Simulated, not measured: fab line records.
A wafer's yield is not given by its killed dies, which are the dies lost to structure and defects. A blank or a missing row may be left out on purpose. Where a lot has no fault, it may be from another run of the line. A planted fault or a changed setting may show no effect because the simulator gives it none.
Chamber matching :: flow n5-finfet :: rie-diel-06 running N5_BEOL_M10_DESCUM_16: 4 sister chambers
The step chemistry O2, time 7.9 s. 20 wafers are shown with their chamber, then 10 later ones without.

WAFERS PAIRED WITH THEIR CHAMBERS
wafer: L074.3
chamber: 0
drypump-motor-current-A (A): 5.8
showerhead-plenum-p-Torr (Torr): 1.99
throttle-valve-pct (%): 20.03

wafer: L074.4
chamber: 1
drypump-motor-current-A (A): 5.7
showerhead-plenum-p-Torr (Torr): 2.05
throttle-valve-pct (%): 20.59

wafer: L074.5
chamber: 0
drypump-motor-current-A (A): 5.7
showerhead-plenum-p-Torr (Torr): 1.99
throttle-valve-pct (%): 20.03

wafer: L075.3
chamber: 0
drypump-motor-current-A (A): 5.8
showerhead-plenum-p-Torr (Torr): 1.99
throttle-valve-pct (%): 20.04

wafer: L075.4
chamber: 1
drypump-motor-current-A (A): 5.8
showerhead-plenum-p-Torr (Torr): 2.05
throttle-valve-pct (%): 20.59

wafer: L075.6
chamber: 2
drypump-motor-current-A (A): 4.9
showerhead-plenum-p-Torr (Torr): 2.12
throttle-valve-pct (%): 20.60

wafer: L081.1
chamber: 2
drypump-motor-current-A (A): 4.9
showerhead-plenum-p-Torr (Torr): 2.12
throttle-valve-pct (%): 20.63

wafer: L081.3
chamber: 0
drypump-motor-current-A (A): 5.8
showerhead-plenum-p-Torr (Torr): 1.99
throttle-valve-pct (%): 20.05

wafer: L081.6
chamber: 2
drypump-motor-current-A (A): 4.9
showerhead-plenum-p-Torr (Torr): 2.12
throttle-valve-pct (%): 20.61

wafer: L077.1
chamber: 3
drypump-motor-current-A (A): 6.0
showerhead-plenum-p-Torr (Torr): 2.08
throttle-valve-pct (%): 20.55

wafer: L077.3
chamber: 2
drypump-motor-current-A (A): 4.9
showerhead-plenum-p-Torr (Torr): 2.12
throttle-valve-pct (%): 20.63

wafer: L077.6
chamber: 1
drypump-motor-current-A (A): 5.7
showerhead-plenum-p-Torr (Torr): 2.05
throttle-valve-pct (%): 20.58

wafer: L078.1
chamber: 2
drypump-motor-current-A (A): 4.9
showerhead-plenum-p-Torr (Torr): 2.11
throttle-valve-pct (%): 20.63

wafer: L078.4
chamber: 0
drypump-motor-current-A (A): 5.8
showerhead-plenum-p-Torr (Torr): 1.98
throttle-valve-pct (%): 20.08

wafer: L078.5
chamber: 3
drypump-motor-current-A (A): 6.0
showerhead-plenum-p-Torr (Torr): 2.08
throttle-valve-pct (%): 20.55

wafer: L088.1
chamber: 2
drypump-motor-current-A (A): 4.9
showerhead-plenum-p-Torr (Torr): 2.11
throttle-valve-pct (%): 20.65

wafer: L088.2
chamber: 0
drypump-motor-current-A (A): 5.7
showerhead-plenum-p-Torr (Torr): 1.98
throttle-valve-pct (%): 20.10

wafer: L088.3
chamber: 3
drypump-motor-current-A (A): 6.0
showerhead-plenum-p-Torr (Torr): 2.07
throttle-valve-pct (%): 20.58

wafer: L092.2
chamber: 0
drypump-motor-current-A (A): 5.7
showerhead-plenum-p-Torr (Torr): 1.98
throttle-valve-pct (%): 20.09

wafer: L092.4
chamber: 1
drypump-motor-current-A (A): 5.7
showerhead-plenum-p-Torr (Torr): 2.04
throttle-valve-pct (%): 20.29

SIGNATURES (averages over the wafers above)
reading: drypump-motor-current-A
chamber 0: 5.757
chamber 1: 5.725
chamber 2: 4.900
chamber 3: 6.000
scatter within a chamber: 0.0392

reading: showerhead-plenum-p-Torr
chamber 0: 1.9857
chamber 1: 2.0475
chamber 2: 2.1167
chamber 3: 2.0767
scatter within a chamber: 0.00528

reading: throttle-valve-pct
chamber 0: 20.0600
chamber 1: 20.5125
chamber 2: 20.6250
chamber 3: 20.5600
scatter within a chamber: 0.0677
Rule: a wafer's distance from a chamber is the root of the sum, over the readings, of the square of ((its reading less the chamber's mean) divided by the reading's scatter). If the next closest chamber is less than 2 further off than the closest, the wafer can't be placed; otherwise it belongs to the closest. How the scatter is found: for the shown wafers, subtract from each reading the mean of its chamber, square and add these, divide the total by (wafers less chambers), then take the root.

WAFERS WITH NO CHAMBER GIVEN
wafer: L092.6
drypump-motor-current-A (A): 6.0
showerhead-plenum-p-Torr (Torr): 2.07
throttle-valve-pct (%): 20.60

wafer: L094.1
drypump-motor-current-A (A): 6.0
showerhead-plenum-p-Torr (Torr): 2.07
throttle-valve-pct (%): 20.61

wafer: L094.2
drypump-motor-current-A (A): 5.7
showerhead-plenum-p-Torr (Torr): 1.98
throttle-valve-pct (%): 20.08

wafer: L094.4
drypump-motor-current-A (A): 5.8
showerhead-plenum-p-Torr (Torr): 2.04
throttle-valve-pct (%): 20.28

wafer: L095.4
drypump-motor-current-A (A): 5.7
showerhead-plenum-p-Torr (Torr): 1.98
throttle-valve-pct (%): 20.09

wafer: L095.5
drypump-motor-current-A (A): 4.9
showerhead-plenum-p-Torr (Torr): 2.10
throttle-valve-pct (%): 20.69

wafer: L095.6
drypump-motor-current-A (A): 5.8
showerhead-plenum-p-Torr (Torr): 2.04
throttle-valve-pct (%): 20.33

wafer: L096.1
drypump-motor-current-A (A): 6.0
showerhead-plenum-p-Torr (Torr): 2.07
throttle-valve-pct (%): 20.61

wafer: L096.3
drypump-motor-current-A (A): 4.9
showerhead-plenum-p-Torr (Torr): 2.10
throttle-valve-pct (%): 20.69

wafer: L096.5
drypump-motor-current-A (A): 5.8
showerhead-plenum-p-Torr (Torr): 2.04
throttle-valve-pct (%): 20.31

WHICH CHAMBER EACH WENT THROUGH
wafer: L092.6
from the rows above: 3
in truth: 3

wafer: L094.1
from the rows above: 3
in truth: 3

wafer: L094.2
from the rows above: 0
in truth: 0

wafer: L094.4
from the rows above: 1
in truth: 1

wafer: L095.4
from the rows above: 0
in truth: 0

wafer: L095.5
from the rows above: 2
in truth: 2

wafer: L095.6
from the rows above: 1
in truth: 1

wafer: L096.1
from the rows above: 3
in truth: 3

wafer: L096.3
from the rows above: 2
in truth: 2

wafer: L096.5
from the rows above: 1
in truth: 1
Placed correctly: 10 of 10. Number that these rows cannot place: 0. Wrongly placed: 0.
